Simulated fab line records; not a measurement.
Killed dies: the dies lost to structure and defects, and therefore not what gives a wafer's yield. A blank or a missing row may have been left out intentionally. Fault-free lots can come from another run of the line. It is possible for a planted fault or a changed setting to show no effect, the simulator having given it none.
Which tool did it?	flow n5Finfet	at 1 step of a route of 1938, 6 lots with 18 wafers sampled

WHAT THE GAUGES SHOWED, per wafer
N5_PASSIVATION_CD_MEAS_10 targets a cd of 3000 nm.
lot	measured	on	cdNm (nm)
L298	day 15 06:40	cdSem-02	3001.6 3001.4 3000.0
L300	day 16 05:04	cdSem-03	3002.1 2995.5 2998.0
L304	day 17 05:01	cdSem-01	3004.2 3004.8 3002.1
L297	day 18 02:43	cdSem-02	2998.0 3000.9 3001.4
L309	day 19 09:40	cdSem-02	2993.9 2999.4 2996.8
L317	day 19 23:38	cdSem-03	3000.3 3001.1 2998.1

EACH LOT AND THE TOOL THAT RAN IT (in order: tool; ch and the chambers of the sampled wafers; start)
Record: no process step prior to these readings.

THE ANSWER, worked out from the rows above alone
Rule: the lots themselves supply what counts as usual. Put in order of their means at a reading, lots are off if they are a third of the lots or fewer, leave a main group of 4 or more, and stand apart from it by a gap of 3 or more times the standard deviation of the main group's means; of several such gaps the widest counts. A main group is skipped when, at the precision printed for the reading in the tables above, its means are all equal. Also off: a lot with no number at a reading for which 4 or more lots have one. The other lots that the step has rows for count as sound.
None of the lots is off at any reading shown; this tells nothing.

WHAT THE SIMULATOR PUT IN
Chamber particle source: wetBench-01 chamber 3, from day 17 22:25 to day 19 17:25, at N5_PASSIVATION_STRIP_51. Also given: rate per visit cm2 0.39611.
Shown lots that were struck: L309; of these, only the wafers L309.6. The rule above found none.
